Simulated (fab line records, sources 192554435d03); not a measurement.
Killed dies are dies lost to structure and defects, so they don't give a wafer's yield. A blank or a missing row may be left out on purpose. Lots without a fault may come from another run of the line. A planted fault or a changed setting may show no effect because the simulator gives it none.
Chamber matching | flow n5_finfet | N5_FIN_SAQP_SPACER1_ALD_24 on ald_sin-04: 4 sister chambers
The step deposits SiO2, target thk 20.3 nm, pulse time 1 s, purge time 2 s. 4 wafers are shown with their chamber, then 9 later ones without.

WAFERS WITH THEIR CHAMBER
wafer  | chamber | heater_power_w (W)
L083.4 | 2       | 426
L087.2 | 1       | 444
L087.4 | 0       | 494
L087.6 | 3       | 565

WAFERS WITHOUT THEIR CHAMBER
wafer  | heater_power_w (W)
L089.1 | 473
L089.2 | 439
L089.3 | 419
L091.1 | 450
L091.2 | 519
L091.3 | 490
L094.1 | 553
L094.5 | 556
L094.6 | 491

WHICH CHAMBER EACH WENT THROUGH
wafer  | from the rows above     | in truth
L089.1 | can't be placed: 0 or 1 | 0
L089.2 | can't be placed: 1 or 2 | 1
L089.3 | can't be placed: 2 or 1 | 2
L091.1 | can't be placed: 1 or 2 | 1
L091.2 | can't be placed: 0 or 3 | 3
L091.3 | 0                       | 0
L094.1 | 3                       | 3
L094.5 | 3                       | 3
L094.6 | 0                       | 0
Placed correctly: 4 of 9. Can't be placed from these rows: 5 (the true chamber is among the candidates in 5). Placed wrongly: 0.
How it was worked out, from the rows above alone: a wafer's distance from a chamber is the root of the sum, over the readings, of the square of ((its reading less the chamber's mean) divided by the reading's scatter). The wafer belongs to the nearest chamber; if the next one is less than 2 further off, it can't be placed. A chamber's mean is the mean of its shown wafers. The scatter: with one shown wafer a chamber, the root of the mean of the squares of how far each hidden wafer lies from its nearest shown one.
